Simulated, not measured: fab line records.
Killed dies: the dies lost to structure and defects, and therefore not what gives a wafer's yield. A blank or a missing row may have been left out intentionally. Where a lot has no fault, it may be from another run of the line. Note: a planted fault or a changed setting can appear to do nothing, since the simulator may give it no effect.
fab line records / flow n5Finfet
record: lots: 4 wafers: 12 lastDay: 15
route steps=1938 shown SDB@374 DUMMY_REMOVAL@377 HKMG_FIN@385 BEOL_M4@1111 PASSIVATION@1936
lots that met no fault: from a run of the same line without faults
startH: start of the lot's first displayed wafer, in hours after the record's first day / waitH: how many hours have passed since the lot's step before this one / " identical to the entry in the row above / L1.1+2: a single row standing in for several wafers / - no value, or no start given / * or withheld: withheld / < > ~ a bound
route shown NAME@n: a module of which the file shows steps, and the number in the route of the first / usual: mean and standard deviation over wafers with no fault / same: alike in all rows / chamber/n: place in a boat / sites: each site's reading / _std_site: standard deviation across them / _edge_site: mean of outer sites minus mean of inner sites / radiusMm: for every site, how far away it sits from the centre of the wafer / mask NAME#n: copy n / behind: the tool/chamber that last shaped the wafer / hold: why the lot went on hold/how many hours it stayed there/how the hold came to an end / device: the n, p or np transistor that did not switch / end of line: tests run on the same wafers once the route is complete / step lacking rows: just its recipe / killed: the dies lost at the first sort to structure and to defects; this is not the yield of the wafer / map: the dies of a wafer, with x for killed, . for not killed, _ for no die there
set.NAME: setting as actually run; set.NAME@STEP: the setting as run at that earlier step / model.NAME: the simulator's own value behind a step, which no gauge read
lots at selected steps of the route; one table per step, one row per wafer
services: the hour from which a tool's chamber was out of use, counted from the record's first day as startH (under 0 if before that day), plus the number of hours and why
== steps ==
step: N5_SDB_CMP_30
recipe: stopOn: poly-Si tOverpolishS: 1.54 postCmpClean: alkalineBrush downForcePsi: 4.1491 platenRpm: 51.796 padVelocityMS: 1.0306 targetThkNm: 30
step: N5_DUMMY_REMOVAL_HM_STRIP_01
recipe: chemistry: CH3F/O2 material: SiNx targetDepthA: 40 stopOn: poly-Si timeS: 6.8 overEtchFrac: 0.3 ionEnergyEv: 60 powerW: 410 biasW: 29 Ar_flow_sccm: 150 CH3F_flow_sccm: 30 O2_flow_sccm: 20
step: N5_DUMMY_REMOVAL_STRIP_10
recipe: chemistry: N2/H2 timeS: 40 powerW: 100 tempC: 40 pressureMtorr: 100 rfFrequencyHz: 6e+07 biasPowerW: 3 n2FlowSccm: 300 h2FlowSccm: 300
step: N5_DUMMY_REMOVAL_PRECLEAN_07
recipe: chemistry: dHF timeS: 30 tempC: 25 dilution: withheld
step: N5_DUMMY_REMOVAL_DUMMY_REMOVE_02
recipe: chemistry: TMAH tempC: 70 target: poly-Si stopOn: SiO2 targetDepthNm: 142 concWtPct: 5 timeS: 57 dry: ipaMarangoni rinseTimeS: 30 rinseTempC: 23
step: N5_DUMMY_REMOVAL_PRECLEAN_08
recipe: chemistry: NF3:NH3 afsCycles: 2 tempC: 30 timeS: 20 sublimationTempC: 180 sublimationTimeS: 60 pressureTorr: 3 rfPowerW: 30
step: N5_DUMMY_REMOVAL_PRECLEAN_04
recipe: chemistry: DHF timeS: 37 tempC: 25 dilution: 500:1
step: N5_DUMMY_REMOVAL_SRD_05
recipe: dry: ipaMarangoni doPpb: 5 timeS: 30 tempC: 23 rinseLiquid: diw
step: N5_HKMG_FIN_IL_REGROW_00
recipe: material: SiO2 targetThkA: 7.5 chemistry: O3 tempC: withheld timeS: 30
step: N5_HKMG_FIN_HK_ALD_01
recipe: material: HfO2 targetThkA: 16 tempC: withheld aldPrecursorFamily: HfCl4 aldCoReactant: H2O pulseTimeS: 3 purgeTimeS: 3 coReactantPurgeTimeS: 2.5 coReactantPulseTimeS: 0.3 aldCycles: 30
usual: aldCycles: 30/0 coReactantPulseTimeS: 0.3/0 precursorPulseHeightRel: 0.999/0.02
lot.wafer=L228.2 tool=aldHk-01 chamber=1 startH=89.30 waitH=0.0 aldCycles=30 coReactantPulseTimeS=0.3 precursorPulseHeightRel=1.003
lot.wafer=L228.3 tool=aldHk-01 chamber=3 startH=89.30 waitH=0.0 aldCycles=30 coReactantPulseTimeS=0.3 precursorPulseHeightRel=1.011
lot.wafer=L228.5 tool=aldHk-01 chamber=0 startH=89.30 waitH=0.0 aldCycles=30 coReactantPulseTimeS=0.3 precursorPulseHeightRel=1.005
lot.wafer=L233.1 tool=aldHk-01 chamber=0 startH=123.30 waitH=0.0 aldCycles=- coReactantPulseTimeS=- precursorPulseHeightRel=-
lot.wafer=L233.2 tool=aldHk-01 chamber=2 startH=123.30 waitH=0.0 aldCycles=- coReactantPulseTimeS=- precursorPulseHeightRel=-
lot.wafer=L233.3 tool=aldHk-01 chamber=3 startH=123.30 waitH=0.0 aldCycles=- coReactantPulseTimeS=- precursorPulseHeightRel=-
lot.wafer=L234.3 tool=aldHk-03 chamber=1 startH=126.09 waitH=0.0 aldCycles=- coReactantPulseTimeS=- precursorPulseHeightRel=-
lot.wafer=L234.4 tool=aldHk-03 chamber=0 startH=126.09 waitH=0.0 aldCycles=- coReactantPulseTimeS=- precursorPulseHeightRel=-
lot.wafer=L234.5 tool=aldHk-03 chamber=1 startH=126.09 waitH=0.0 aldCycles=- coReactantPulseTimeS=- precursorPulseHeightRel=-
lot.wafer=L242.1 tool=aldHk-02 chamber=2 startH=174.02 waitH=0.0 aldCycles=30 coReactantPulseTimeS=0.3 precursorPulseHeightRel=0.997
lot.wafer=L242.4 tool=aldHk-02 chamber=1 startH=174.02 waitH=0.0 aldCycles=30 coReactantPulseTimeS=0.3 precursorPulseHeightRel=0.985
lot.wafer=L242.5 tool=aldHk-02 chamber=0 startH=174.02 waitH=0.0 aldCycles=30 coReactantPulseTimeS=0.3 precursorPulseHeightRel=0.969
step: N5_HKMG_FIN_HK_ANNEAL_02
recipe: tempC: 700 timeS: 30 ambient: N2 idleTempC: 600 rampUpCPerS: 150 rampDownCPerS: 60 coolToC: 600
step: N5_HKMG_FIN_ALD_74
recipe: material: La2O3 targetThkA: 5 tempC: 250 aldPrecursorFamily: La-Cp aldCoReactant: O3 pulseTimeS: 6 coReactantPulseTimeS: 1 purgeTimeS: 3 coReactantPurgeTimeS: 3
step: N5_HKMG_FIN_ALD_75
recipe: material: Al2O3 targetThkA: 10 tempC: 150 aldPrecursorFamily: TMA aldCoReactant: H2O pulseTimeS: withheld coReactantPulseTimeS: 1
step: N5_HKMG_FIN_COAT_41
recipe: resist: SOC tempC: 250 timeS: 60 spinRpm: 1500 resistThkNm: 300
step: N5_HKMG_FIN_COAT_42
recipe: resist: SiARC tempC: 220 timeS: 60 spinRpm: 1500 resistThkNm: 35
step: N5_HKMG_FIN_COAT_43
recipe: resist: CAR-ArF spinRpm: 1500 resistThkNm: 90
step: N5_HKMG_FIN_EBR_45
recipe: solvent: PGMEA ebrWidthMm: 1.5
step: N5_HKMG_FIN_SOFTBAKE_44
recipe: tempC: 110 timeS: 60 resist: CAR-ArF
step: N5_HKMG_FIN_EXPOSE_46
recipe: maskId: NDIPOLE na: 1.35 sourceShape: conventional sigmaOuter: 0.8 polarization: unpolarized doseMj: 40
step: N5_HKMG_FIN_PEB_47
recipe: pebTempC: withheld pebTimeS: 60 resist: CAR-ArF
step: N5_HKMG_FIN_DEVELOP_48
recipe: developTimeS: 30 developer: TMAH resist: CAR-ArF rinseLiquid: diw dry: airSpin devTempC: 23
step: N5_HKMG_FIN_DESCUM_53
recipe: chemistry: O2 timeS: 7.9 sourcePowerW: 50 biasPowerW: 20 pressureMtorr: 20 rfFrequencyHz: 2.712e+07 tempC: 40 resist: CAR-ArF o2FlowSccm: 225
step: N5_HKMG_FIN_ETCH_54
recipe: chemistry: CF4 target: SiARC targetDepthA: 455 maskMaterial: CAR-ArF timeS: 75.8 ionEnergyEv: 80 pressureMtorr: 40 sourceW: 545 biasW: 36 Ar_flow_sccm: 100 cf4FlowSccm: 100 ends: cleared
step: N5_HKMG_FIN_ETCH_55
recipe: chemistry: N2/H2 target: SOC targetDepthA: 2400 tempC: 40 timeS: 300 ionEnergyEv: 200 maskMaterial: SiARC pressureMtorr: 30 sourceW: 840 biasW: 150 n2FlowSccm: 200 h2FlowSccm: 200
step: N5_HKMG_FIN_STRIP_56
recipe: chemistry: N2/H2 tempC: 40 n2FlowSccm: 200 h2FlowSccm: 200 rfFrequencyHz: 6e+07
step: N5_HKMG_FIN_STRIP_57
recipe: chemistry: CF4 resist: SiARC powerW: 300 biasPowerW: 75 pressureMtorr: 50 cf4FlowSccm: 150 rfFrequencyHz: 6e+07
step: N5_HKMG_FIN_ETCH_58
recipe: chemistry: N2/H2 target: SOC targetDepthA: 2158 ionEnergyEv: 50 biasW: 13 timeS: 741 pressureMtorr: 30 sourceW: 875 n2FlowSccm: 200 h2FlowSccm: 200
step: N5_HKMG_FIN_STRIP_93
recipe: chemistry: N2/H2 material: SOC timeS: 20 powerW: 500 tempC: 40 pressureMtorr: 50 rfFrequencyHz: 6e+07 biasPowerW: 8 h2Frac: 0.5 n2FlowSccm: 300 h2FlowSccm: 300
step: N5_HKMG_FIN_WET_ETCH_76
recipe: chemistry: dNH4OH mix: 1:50 tempC: 25 target: Al2O3 stopOn: La2O3 targetDepthNm: 2.25 dry: ipaMarangoni rinseTimeS: 30 rinseTempC: 23
step: N5_HKMG_FIN_STRIP_60
recipe: chemistry: N2/H2 powerW: 2500 tempC: 300 h2Frac: 0.65 timeS: 360 pressureMtorr: withheld n2FlowSccm: 1750 h2FlowSccm: 3250
step: N5_HKMG_FIN_WET_ETCH_77
recipe: chemistry: dHCl mix: 1:10000 tempC: 25 target: La2O3 stopOn: HfO2 targetDepthNm: 2
step: N5_HKMG_FIN_WET_ETCH_78
recipe: chemistry: dNH4OH mix: 1:50 tempC: 25 target: Al2O3 stopOn: La2O3 targetDepthNm: 4.5 dry: ipaMarangoni rinseTimeS: 30 rinseTempC: 23
step: N5_HKMG_FIN_ALD_79
recipe: material: TiN targetThkA: 15 tempC: 400 aldPrecursorFamily: TiCl4 aldCoReactant: NH3 pulseTimeS: 1 purgeTimeS: 3 coReactantPurgeTimeS: 2 coReactantPulseTimeS: 2 aldCycles: 68 pressureTorr: 3
step: N5_HKMG_FIN_CVD_62
recipe: material: a-Si targetThkA: 30 tempC: 500 precursor: Si2H6 pressureTorr: 1 timeS: 20.8
step: N5_HKMG_FIN_RTA_80
recipe: tempC: withheld timeS: 2 ambient: N2 idleTempC: 600 rampUpCPerS: 150 rampDownCPerS: 60 coolToC: 600
step: N5_HKMG_FIN_PRECLEAN_64
recipe: chemistry: dHF timeS: 30 tempC: 25 dilution: withheld
step: N5_HKMG_FIN_THK_MEAS_70
recipe: thkMeasGauge: xrf reads: HfO2_of_HKMG_FIN_HK_ALD_01
usual: HK_THK: 1.570/0.02
lot.wafer=L228.2 tool=filmMetro-02 chamber=- startH=92.92 waitH=0.2 HK_THK[nm]=1.609
lot.wafer=L228.3 tool=filmMetro-02 chamber=- startH=92.92 waitH=0.2 HK_THK[nm]=1.575
lot.wafer=L228.5 tool=filmMetro-02 chamber=- startH=92.92 waitH=0.2 HK_THK[nm]=1.534
lot.wafer=L233.1 tool=filmMetro-02 chamber=- startH=127.13 waitH=0.2 HK_THK[nm]=<0.002
lot.wafer=L233.2 tool=filmMetro-02 chamber=- startH=127.13 waitH=0.2 HK_THK[nm]=<0.002
lot.wafer=L233.3 tool=filmMetro-02 chamber=- startH=127.13 waitH=0.2 HK_THK[nm]=<0.002
lot.wafer=L234.3 tool=filmMetro-01 chamber=- startH=129.68 waitH=0.2 HK_THK[nm]=<0.001
lot.wafer=L234.4 tool=filmMetro-01 chamber=- startH=129.68 waitH=0.2 HK_THK[nm]=<0.001
lot.wafer=L234.5 tool=filmMetro-01 chamber=- startH=129.68 waitH=0.2 HK_THK[nm]=<0.001
lot.wafer=L242.1 tool=filmMetro-01 chamber=- startH=178.14 waitH=0.2 HK_THK[nm]=1.591
lot.wafer=L242.4 tool=filmMetro-01 chamber=- startH=178.14 waitH=0.2 HK_THK[nm]=1.569
lot.wafer=L242.5 tool=filmMetro-01 chamber=- startH=178.14 waitH=0.2 HK_THK[nm]=1.573
step: N5_BEOL_M4_RC_MEAS_101
usual: DIBL_N: 35.8/1.8 DIBL_P: 35.9/2.2 IOFF_N: 0.16/0.035 IOFF_P: 0.21/0.04 ION_N: 672/11 ION_P: 461/7.4 SS_N: 71.4/0.64 SS_P: 73.2/0.67 VT_N: 250/3.5 VT_P: -251/3.4
lot.wafer=L228.2 tool=prober-02 chamber=0 startH=183.59 waitH=0.2 DIBL_N[mV/V]=31.9 DIBL_P[mV/V]=29.9 IOFF_N[nA/um]=0.10 IOFF_P[nA/um]=0.15 ION_N[uA/um]=648 ION_P[uA/um]=449 SS_N[mV/dec]=70.3 SS_P[mV/dec]=72.2 VT_N[mV]=257 VT_P[mV]=-255
lot.wafer=L228.3 tool=prober-02 chamber=0 startH=183.59 waitH=0.2 DIBL_N[mV/V]=36.8 DIBL_P[mV/V]=36.2 IOFF_N[nA/um]=0.18 IOFF_P[nA/um]=0.24 ION_N[uA/um]=679 ION_P[uA/um]=465 SS_N[mV/dec]=71.6 SS_P[mV/dec]=73.2 VT_N[mV]=249 VT_P[mV]=-249
lot.wafer=L228.5 tool=prober-02 chamber=0 startH=183.59 waitH=0.2 DIBL_N[mV/V]=36.0 DIBL_P[mV/V]=36.3 IOFF_N[nA/um]=0.17 IOFF_P[nA/um]=0.23 ION_N[uA/um]=674 ION_P[uA/um]=466 SS_N[mV/dec]=71.3 SS_P[mV/dec]=72.9 VT_N[mV]=249 VT_P[mV]=-247
lot.wafer=L242.1 tool=prober-01 chamber=0 startH=273.36 waitH=0.0 DIBL_N[mV/V]=35.3 DIBL_P[mV/V]=34.5 IOFF_N[nA/um]=0.14 IOFF_P[nA/um]=0.15 ION_N[uA/um]=674 ION_P[uA/um]=447 SS_N[mV/dec]=70.9 SS_P[mV/dec]=72.8 VT_N[mV]=252 VT_P[mV]=-259
lot.wafer=L242.4 tool=prober-01 chamber=0 startH=273.36 waitH=0.0 DIBL_N[mV/V]=35.0 DIBL_P[mV/V]=34.2 IOFF_N[nA/um]=0.13 IOFF_P[nA/um]=0.15 ION_N[uA/um]=663 ION_P[uA/um]=447 SS_N[mV/dec]=70.7 SS_P[mV/dec]=72.6 VT_N[mV]=256 VT_P[mV]=-260
lot.wafer=L242.5 tool=prober-01 chamber=0 startH=273.36 waitH=0.0 DIBL_N[mV/V]=33.5 DIBL_P[mV/V]=32.8 IOFF_N[nA/um]=0.11 IOFF_P[nA/um]=0.13 ION_N[uA/um]=656 ION_P[uA/um]=444 SS_N[mV/dec]=70.4 SS_P[mV/dec]=73.1 VT_N[mV]=256 VT_P[mV]=-258
step: N5_PASSIVATION_PROBE_49
usual: defectLimitedYield: 91.0/1.5 killed_at_M0_to_M3: 34/9.1 killed_at_M4_up: 14/5.7 killedAtContacts: 13/5.7 killedAtFrontEnd: 42/12 killedAtOther: 4/3.4 killedDies: 106/17 killedOnRim: 14/4.3 killedOpen: 70/13 killedShort: 34/7.5 sort_bin_5_function: 5.2/0.94 sort_bin_6_memory: 3.4/0.69 sortNPass: 1074/17 sortYieldPct: 91.0/1.5
same: grossDies: 1180 killedAtBackSide: 0 sort_bin_4_leakage[%]: 0 sort_bin_8_speed[%]: 0
lot.wafer=L233.1 tool=prober-02 chamber=- startH=314.37 waitH=0.0 defectLimitedYield[%]=0 killed_at_M0_to_M3=39 killed_at_M4_up=16 killedAtContacts=7 killedAtFrontEnd=1117 killedAtOther=1 killedDies=1180 killedOnRim=152 killedOpen=60 killedShort=34 sort_bin_5_function[%]=96.3 sort_bin_6_memory[%]=3.5 sortNPass=0 sortYieldPct[%]=0
lot.wafer=L233.2 tool=prober-02 chamber=- startH=314.42 waitH=0.1 defectLimitedYield[%]=0 killed_at_M0_to_M3=34 killed_at_M4_up=26 killedAtContacts=16 killedAtFrontEnd=1104 killedAtOther=0 killedDies=1180 killedOnRim=152 killedOpen=79 killedShort=31 sort_bin_5_function[%]=97.0 sort_bin_6_memory[%]=2.6 sortNPass=0 sortYieldPct[%]=0
lot.wafer=L233.3 tool=prober-02 chamber=- startH=314.47 waitH=0.1 defectLimitedYield[%]=0 killed_at_M0_to_M3=23 killed_at_M4_up=15 killedAtContacts=11 killedAtFrontEnd=1129 killedAtOther=2 killedDies=1180 killedOnRim=152 killedOpen=76 killedShort=32 sort_bin_5_function[%]=96.8 sort_bin_6_memory[%]=2.9 sortNPass=0 sortYieldPct[%]=0
lot.wafer=L234.3 tool=prober-02 chamber=- startH=325.87 waitH=0.1 defectLimitedYield[%]=0 killed_at_M0_to_M3=26 killed_at_M4_up=17 killedAtContacts=15 killedAtFrontEnd=1120 killedAtOther=2 killedDies=1180 killedOnRim=152 killedOpen=78 killedShort=26 sort_bin_5_function[%]=96.5 sort_bin_6_memory[%]=3.2 sortNPass=0 sortYieldPct[%]=0
lot.wafer=L234.4 tool=prober-02 chamber=- startH=325.92 waitH=0.2 defectLimitedYield[%]=0 killed_at_M0_to_M3=40 killed_at_M4_up=9 killedAtContacts=5 killedAtFrontEnd=1123 killedAtOther=3 killedDies=1180 killedOnRim=152 killedOpen=101 killedShort=35 sort_bin_5_function[%]=94.4 sort_bin_6_memory[%]=5.3 sortNPass=0 sortYieldPct[%]=0
lot.wafer=L234.5 tool=prober-02 chamber=- startH=325.97 waitH=0.2 defectLimitedYield[%]=0 killed_at_M0_to_M3=28 killed_at_M4_up=8 killedAtContacts=15 killedAtFrontEnd=1129 killedAtOther=0 killedDies=1180 killedOnRim=152 killedOpen=83 killedShort=30 sort_bin_5_function[%]=95.5 sort_bin_6_memory[%]=4.2 sortNPass=0 sortYieldPct[%]=0
lot.wafer=L242.1 tool=prober-01 chamber=- startH=368.38 waitH=0.0 defectLimitedYield[%]=90.1 killed_at_M0_to_M3=29 killed_at_M4_up=5 killedAtContacts=18 killedAtFrontEnd=62 killedAtOther=3 killedDies=117 killedOnRim=16 killedOpen=72 killedShort=44 sort_bin_5_function[%]=5.7 sort_bin_6_memory[%]=4.0 sortNPass=1063 sortYieldPct[%]=90.1
lot.wafer=L242.4 tool=prober-01 chamber=- startH=368.53 waitH=0.2 defectLimitedYield[%]=89.0 killed_at_M0_to_M3=43 killed_at_M4_up=17 killedAtContacts=16 killedAtFrontEnd=52 killedAtOther=2 killedDies=130 killedOnRim=23 killedOpen=78 killedShort=44 sort_bin_5_function[%]=6.4 sort_bin_6_memory[%]=3.5 sortNPass=1050 sortYieldPct[%]=89.0
lot.wafer=L242.5 tool=prober-01 chamber=- startH=368.58 waitH=0.2 defectLimitedYield[%]=92.4 killed_at_M0_to_M3=27 killed_at_M4_up=13 killedAtContacts=9 killedAtFrontEnd=36 killedAtOther=5 killedDies=90 killedOnRim=8 killedOpen=56 killedShort=33 sort_bin_5_function[%]=4.5 sort_bin_6_memory[%]=2.6 sortNPass=1090 sortYieldPct[%]=92.4
killed by level:class
L233.1 HKMG_FIN:areaAld=1086 BEOL_M0_SAQP:geometricParticle:short=9 BEOL_M3:geometricParticle:open=8 BEOL_M1:geometricParticle:open=7 FIN_SAQP:geometricParticle:open=6 MOL_CONTACT_COAG:geometricParticle:open=6 GATE_CUT:geometricParticle:open=5 BEOL_M4:geometricParticle:open=5
L233.2 HKMG_FIN:areaAld=1070 BEOL_M4:geometricParticle:open=16 MOL_CONTACT_COAG:geometricParticle:open=14 BEOL_M0_SAQP:geometricParticle:short=10 FIN_SAQP:geometricParticle:open=7 BEOL_M1:geometricParticle:open=7 STI_FIN_REVEAL:geometricParticle:open=6 DUMMY_GATE:geometricParticle:open=6
L233.3 HKMG_FIN:areaAld=1071 FIN_SAQP:geometricParticle:open=21 BEOL_M4:geometricParticle:open=10 MOL_CONTACT_COAG:geometricParticle:open=9 FIN_SAQP:geometricParticle:short=7 DUMMY_GATE:geometricParticle:open=6 BEOL_M0_SAQP:geometricParticle:short=6 GATE_CUT:geometricParticle:short=5
L234.3 HKMG_FIN:areaAld=1076 STI_FIN_REVEAL:geometricParticle:open=22 BEOL_M3:geometricParticle:open=12 MOL_CONTACT_COAG:geometricParticle:open=10 BEOL_M4:geometricParticle:open=7 BEOL_M0_SAQP:geometricParticle:open=6 STI_FIN_REVEAL:geometricParticle:short=5 MOL_CONTACT_COAG:geometricParticle:short=5
L234.4 HKMG_FIN:areaAld=1044 STI_FIN_REVEAL:geometricParticle:open=24 FIN_SAQP:geometricParticle:open=19 BEOL_M3:geometricParticle:open=19 FIN_SAQP:geometricParticle:short=10 STI_FIN_REVEAL:geometricParticle:short=6 BEOL_M0_SAQP:geometricParticle:open=5 DUMMY_GATE:geometricParticle:open=4
L234.5 HKMG_FIN:areaAld=1067 STI_FIN_REVEAL:geometricParticle:open=19 FIN_SAQP:geometricParticle:open=13 MOL_CONTACT_COAG:geometricParticle:open=13 BEOL_M3:geometricParticle:open=10 GATE_CUT:geometricParticle:open=7 FIN_SAQP:geometricParticle:short=6 STARTING-WAFER:geometricParticle:short=6
L242.1 STI_FIN_REVEAL:geometricParticle:open=14 MOL_CONTACT_COAG:geometricParticle:open=12 FIN_SAQP:geometricParticle:short=7 BEOL_M0_SAQP:geometricParticle:short=7 GATE_CUT:geometricParticle:short=6 MOL_CONTACT_COAG:geometricParticle:short=6 BEOL_M0_SAQP:geometricParticle:open=5 BEOL_M3:geometricParticle:open=5
L242.4 MOL_CONTACT_COAG:geometricParticle:open=13 BEOL_M3:geometricParticle:open=11 BEOL_M0_SAQP:geometricParticle:open=10 FIN_SAQP:geometricParticle:short=9 STI_FIN_REVEAL:geometricParticle:open=7 GATE_CUT:geometricParticle:short=6 BEOL_M0_SAQP:geometricParticle:short=6 HKMG_FIN:areaEtch=6
L242.5 FIN_SAQP:geometricParticle:open=8 BEOL_M0_SAQP:geometricParticle:short=8 GATE_CUT:geometricParticle:short=7 MOL_CONTACT_COAG:geometricParticle:open=6 BEOL_M0_SAQP:geometricParticle:open=5 STI_FIN_REVEAL:geometricParticle:open=4 BEOL_M5:geometricParticle:open=4 DUMMY_GATE:geometricParticle:open=3
map L233.1 (x killed, . not)
_________________xxxxxxxxxxxx________________
______________xxxxxxxxxxxxxxxxxx_____________
___________xxxxxxxxxxxxxxxxxxxxxxxx__________
__________xxxxxxxxxxxxxxxxxxxxxxxxxx_________
________xxxxxxxxxxxxxxxxxxxxxxxxxxxxxx_______
_______xxxxxxxxxxxxxxxxxxxxxxxxxxxxxxxx______
______xxxxxxxxxxxxxxxxxxxxxxxxxxxxxxxxxx_____
_____xxxxxxxxxxxxxxxxxxxxxxxxxxxxxxxxxxxx____
____xxxxxxxxxxxxxxxxxxxxxxxxxxxxxxxxxxxxxx___
___xxxxxxxxxxxxxxxxxxxxxxxxxxxxxxxxxxxxxxxx__
___xxxxxxxxxxxxxxxxxxxxxxxxxxxxxxxxxxxxxxxx__
__xxxxxxxxxxxxxxxxxxxxxxxxxxxxxxxxxxxxxxxxxx_
__xxxxxxxxxxxxxxxxxxxxxxxxxxxxxxxxxxxxxxxxxx_
_xxxxxxxxxxxxxxxxxxxxxxxxxxxxxxxxxxxxxxxxxxxx
_xxxxxxxxxxxxxxxxxxxxxxxxxxxxxxxxxxxxxxxxxxxx
_xxxxxxxxxxxxxxxxxxxxxxxxxxxxxxxxxxxxxxxxxxxx
_xxxxxxxxxxxxxxxxxxxxxxxxxxxxxxxxxxxxxxxxxxxx
_xxxxxxxxxxxxxxxxxxxxxxxxxxxxxxxxxxxxxxxxxxxx
_xxxxxxxxxxxxxxxxxxxxxxxxxxxxxxxxxxxxxxxxxxxx
_xxxxxxxxxxxxxxxxxxxxxxxxxxxxxxxxxxxxxxxxxxxx
_xxxxxxxxxxxxxxxxxxxxxxxxxxxxxxxxxxxxxxxxxxxx
__xxxxxxxxxxxxxxxxxxxxxxxxxxxxxxxxxxxxxxxxxx_
__xxxxxxxxxxxxxxxxxxxxxxxxxxxxxxxxxxxxxxxxxx_
___xxxxxxxxxxxxxxxxxxxxxxxxxxxxxxxxxxxxxxxx__
___xxxxxxxxxxxxxxxxxxxxxxxxxxxxxxxxxxxxxxxx__
____xxxxxxxxxxxxxxxxxxxxxxxxxxxxxxxxxxxxxx___
_____xxxxxxxxxxxxxxxxxxxxxxxxxxxxxxxxxxxx____
______xxxxxxxxxxxxxxxxxxxxxxxxxxxxxxxxxx_____
_______xxxxxxxxxxxxxxxxxxxxxxxxxxxxxxxx______
________xxxxxxxxxxxxxxxxxxxxxxxxxxxxxx_______
__________xxxxxxxxxxxxxxxxxxxxxxxxxx_________
___________xxxxxxxxxxxxxxxxxxxxxxxx__________
______________xxxxxxxxxxxxxxxxxx_____________
_________________xxxxxxxxxxxx________________
map L234.3 (x killed, . not)
_________________xxxxxxxxxxxx________________
______________xxxxxxxxxxxxxxxxxx_____________
___________xxxxxxxxxxxxxxxxxxxxxxxx__________
__________xxxxxxxxxxxxxxxxxxxxxxxxxx_________
________xxxxxxxxxxxxxxxxxxxxxxxxxxxxxx_______
_______xxxxxxxxxxxxxxxxxxxxxxxxxxxxxxxx______
______xxxxxxxxxxxxxxxxxxxxxxxxxxxxxxxxxx_____
_____xxxxxxxxxxxxxxxxxxxxxxxxxxxxxxxxxxxx____
____xxxxxxxxxxxxxxxxxxxxxxxxxxxxxxxxxxxxxx___
___xxxxxxxxxxxxxxxxxxxxxxxxxxxxxxxxxxxxxxxx__
___xxxxxxxxxxxxxxxxxxxxxxxxxxxxxxxxxxxxxxxx__
__xxxxxxxxxxxxxxxxxxxxxxxxxxxxxxxxxxxxxxxxxx_
__xxxxxxxxxxxxxxxxxxxxxxxxxxxxxxxxxxxxxxxxxx_
_xxxxxxxxxxxxxxxxxxxxxxxxxxxxxxxxxxxxxxxxxxxx
_xxxxxxxxxxxxxxxxxxxxxxxxxxxxxxxxxxxxxxxxxxxx
_xxxxxxxxxxxxxxxxxxxxxxxxxxxxxxxxxxxxxxxxxxxx
_xxxxxxxxxxxxxxxxxxxxxxxxxxxxxxxxxxxxxxxxxxxx
_xxxxxxxxxxxxxxxxxxxxxxxxxxxxxxxxxxxxxxxxxxxx
_xxxxxxxxxxxxxxxxxxxxxxxxxxxxxxxxxxxxxxxxxxxx
_xxxxxxxxxxxxxxxxxxxxxxxxxxxxxxxxxxxxxxxxxxxx
_xxxxxxxxxxxxxxxxxxxxxxxxxxxxxxxxxxxxxxxxxxxx
__xxxxxxxxxxxxxxxxxxxxxxxxxxxxxxxxxxxxxxxxxx_
__xxxxxxxxxxxxxxxxxxxxxxxxxxxxxxxxxxxxxxxxxx_
___xxxxxxxxxxxxxxxxxxxxxxxxxxxxxxxxxxxxxxxx__
___xxxxxxxxxxxxxxxxxxxxxxxxxxxxxxxxxxxxxxxx__
____xxxxxxxxxxxxxxxxxxxxxxxxxxxxxxxxxxxxxx___
_____xxxxxxxxxxxxxxxxxxxxxxxxxxxxxxxxxxxx____
______xxxxxxxxxxxxxxxxxxxxxxxxxxxxxxxxxx_____
_______xxxxxxxxxxxxxxxxxxxxxxxxxxxxxxxx______
________xxxxxxxxxxxxxxxxxxxxxxxxxxxxxx_______
__________xxxxxxxxxxxxxxxxxxxxxxxxxx_________
___________xxxxxxxxxxxxxxxxxxxxxxxx__________
______________xxxxxxxxxxxxxxxxxx_____________
_________________xxxxxxxxxxxx________________
== services ==
tool=aldHk-02 chamber=- startH=87.33 hours=14.6 kind=pm
tool=aldHk-01 chamber=- startH=103.76 hours=0.9 kind=repair
tool=aldHk-01 chamber=- startH=134.15 hours=2.1 kind=repair
tool=aldHk-03 chamber=- startH=153.31 hours=14.6 kind=pm
tool=aldHk-01 chamber=- startH=159.16 hours=4.3 kind=pm
== key ==
firstSign: step: N5_HKMG_FIN_HK_ALD_01 reading: toolRecord direction: missing
effect: step: N5_HKMG_FIN_THK_MEAS_70 reading: HK_THK direction: down sigmas: 77 usual: 1.570 struck: <0.001
effect: step: N5_PASSIVATION_PROBE_49 reading: sort_bin_5_function direction: up sigmas: 96 usual: 5.2 struck: 96.1
moreKillsBornAt: N5_HKMG_FIN_HK_ALD_01@aldHk-01: 3227 N5_HKMG_FIN_HK_ALD_01@aldHk-03: 3187
metAt N5_HKMG_FIN_HK_ALD_01
struckWafers L233.1,L233.2,L233.3,L234.3,L234.4,L234.5
laterRowsLeftOut L233.1,L233.2,L233.3,L234.3,L234.4,L234.5
onsetBetween 89.30 123.30
fault: kind: skippedStepWhole tool: aldHk-01,aldHk-03 chamber: - onsetH: 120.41 steps: N5_HKMG_FIN_HK_ALD_01 scope: struckLotsOnly
laterRowsLeftOut: the simulator's readings of these wafers behind a module that went badly wrong aren't trusted and aren't shown, but for the sort
